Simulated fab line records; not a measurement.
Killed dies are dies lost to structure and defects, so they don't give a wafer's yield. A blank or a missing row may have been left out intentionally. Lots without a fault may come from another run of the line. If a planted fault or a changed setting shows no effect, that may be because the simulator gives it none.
Split-lot trial / flow n5 finfet / 21 wafers read across 7 lots, on a route 1938 steps long

## ON THE SPLIT
At N5_MOL_CONTACT_COAG_COAT_64 (time 60 s, resist thk 10 nm), the setting spin rpm was moved away from the recipe's 1500 rpm on 4 of the 21 wafers read, by -3.9% to +8.0%. All remaining wafers had this setting at the recipe value.

## FROM THE SPLIT TO THE READING: what the file shows between them, 3 steps
- N5_MOL_CONTACT_COAG_COAT_34: resist thk 40 nm
- N5_MOL_CONTACT_COAG_EBR_36
- N5_MOL_CONTACT_COAG_DESCUM_45: chemistry O2, time 7 s

## THE READING
etch.depth nm (the simulator's own value, which no gauge read), in nm, at N5_MOL_CONTACT_COAG_ETCH_65 (etches underlayer in N2/H2, target depth 13 nm, time 10.4 s). There is no usual value for it anywhere in the file. Across the 17 wafers here that went through the recipe, the average is 9.994 nm and the standard deviation 0.023 nm.

wafer=L076.3; tool, chamber at the split=litho track-03, 0; spin rpm as run, rpm=1500; against the recipe=recipe; etch.depth nm, nm=9.994; against lot-mates on the recipe=-
wafer=L076.4; tool, chamber at the split=litho track-03, 0; spin rpm as run, rpm=1500; against the recipe=recipe; etch.depth nm, nm=10; against lot-mates on the recipe=-
wafer=L076.6; tool, chamber at the split=litho track-03, 0; spin rpm as run, rpm=1500; against the recipe=recipe; etch.depth nm, nm=9.989; against lot-mates on the recipe=-
wafer=L078.1; tool, chamber at the split=litho track-01, 0; spin rpm as run, rpm=1500; against the recipe=recipe; etch.depth nm, nm=9.976; against lot-mates on the recipe=-
wafer=L078.2; tool, chamber at the split=litho track-01, 0; spin rpm as run, rpm=1500; against the recipe=recipe; etch.depth nm, nm=10.01; against lot-mates on the recipe=-
wafer=L078.5; tool, chamber at the split=litho track-01, 0; spin rpm as run, rpm=1500; against the recipe=recipe; etch.depth nm, nm=9.991; against lot-mates on the recipe=-
wafer=L079.1; tool, chamber at the split=litho track-01, 0; spin rpm as run, rpm=1550; against the recipe=+3.3%; etch.depth nm, nm=9.827; against lot-mates on the recipe=-0.162
wafer=L079.2; tool, chamber at the split=litho track-01, 0; spin rpm as run, rpm=1500; against the recipe=recipe; etch.depth nm, nm=10.02; against lot-mates on the recipe=-
wafer=L079.5; tool, chamber at the split=litho track-01, 0; spin rpm as run, rpm=1500; against the recipe=recipe; etch.depth nm, nm=9.958; against lot-mates on the recipe=-
wafer=L081.1; tool, chamber at the split=litho track-03, 0; spin rpm as run, rpm=1500; against the recipe=recipe; etch.depth nm, nm=9.973; against lot-mates on the recipe=-
wafer=L081.2; tool, chamber at the split=litho track-03, 0; spin rpm as run, rpm=1500; against the recipe=recipe; etch.depth nm, nm=9.974; against lot-mates on the recipe=-
wafer=L081.4; tool, chamber at the split=litho track-03, 0; spin rpm as run, rpm=1500; against the recipe=recipe; etch.depth nm, nm=9.959; against lot-mates on the recipe=-
wafer=L082.2; tool, chamber at the split=litho track-01, 0; spin rpm as run, rpm=1620; against the recipe=+8.0%; etch.depth nm, nm=9.586; against lot-mates on the recipe=-0.411
wafer=L082.3; tool, chamber at the split=litho track-01, 0; spin rpm as run, rpm=1620; against the recipe=+8.0%; etch.depth nm, nm=9.577; against lot-mates on the recipe=-0.420
wafer=L082.5; tool, chamber at the split=litho track-01, 0; spin rpm as run, rpm=1500; against the recipe=recipe; etch.depth nm, nm=9.997; against lot-mates on the recipe=-
wafer=L084.2; tool, chamber at the split=litho track-05, 0; spin rpm as run, rpm=1500; against the recipe=recipe; etch.depth nm, nm=10.03; against lot-mates on the recipe=-
wafer=L084.3; tool, chamber at the split=litho track-05, 0; spin rpm as run, rpm=1500; against the recipe=recipe; etch.depth nm, nm=10; against lot-mates on the recipe=-
wafer=L084.5; tool, chamber at the split=litho track-05, 0; spin rpm as run, rpm=1500; against the recipe=recipe; etch.depth nm, nm=10.05; against lot-mates on the recipe=-
wafer=L095.2; tool, chamber at the split=litho track-05, 0; spin rpm as run, rpm=1500; against the recipe=recipe; etch.depth nm, nm=9.989; against lot-mates on the recipe=-
wafer=L095.3; tool, chamber at the split=litho track-05, 0; spin rpm as run, rpm=1500; against the recipe=recipe; etch.depth nm, nm=9.995; against lot-mates on the recipe=-
wafer=L095.5; tool, chamber at the split=litho track-05, 0; spin rpm as run, rpm=1441; against the recipe=-3.9%; etch.depth nm, nm=10.2; against lot-mates on the recipe=+0.208

FIT RESULTS
A straight line over all 21 wafers: etch.depth nm changes by -0.0516 nm for each +1% of spin rpm; r = -0.99; the points scatter about the line by 0.022 nm.
The same after taking each lot's own level away (the mean of its wafers on the recipe; 21 wafers): -0.0519 nm for each +1%; r = -0.99; scatter 0.015 nm.
That fit puts the effect of the largest move of spin rpm on the reading at 0.41 nm.
Measured against the standard deviation above, the lots' own levels, which go from 9.9687 to 10.0267 nm, span 2.5 times it.
So the lot-to-lot level changes the slope little: the two slopes agree.
Check: -0.416 nm against its lot-mates is what the line predicts for one of the wafers moved furthest among these (+8.0%) when that wafer is left out of the fit. It came out at -0.411 nm against them.

## THESE WAFERS: OTHER SPLITS
These wafers also went through other splits before the reading. Each is held against what the fit with the lots' levels taken away leaves over:
other split on the same wafers=N5_GATE_CUT_ETCH_36 cf4 flow sccm; wafers away from the commonest value=4; r with etch.depth nm (lot level and that fit taken away)=-0.40
other split on the same wafers=N5_MOL_CONTACT_COAG_SPUTTER_130 power w; wafers away from the commonest value=6; r with etch.depth nm (lot level and that fit taken away)=+0.09

## THE WHOLE CHAIN: every reading that the file lists as answering this split, in the file's order
step=N5_MOL_CONTACT_COAG_COAT_64; what it does=time 60 s, resist thk 10 nm; reading=underlayer_of_MOL_CONTACT_COAG_COAT_64.thk nm (the simulator's own value, which no gauge read); change (the file's fit)=-0.0514 nm for each +1% of the setting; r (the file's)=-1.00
step=N5_MOL_CONTACT_COAG_ETCH_65; what it does=etches underlayer in N2/H2, target depth 13 nm, time 10.4 s; reading=etch.depth nm (the simulator's own value, which no gauge read); change (the file's fit)=-0.0519 nm for each +1% of the setting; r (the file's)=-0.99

## THE FILE'S OWN FIT
etch.depth nm changes by -0.0519 nm for each +1% of spin rpm, r = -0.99.
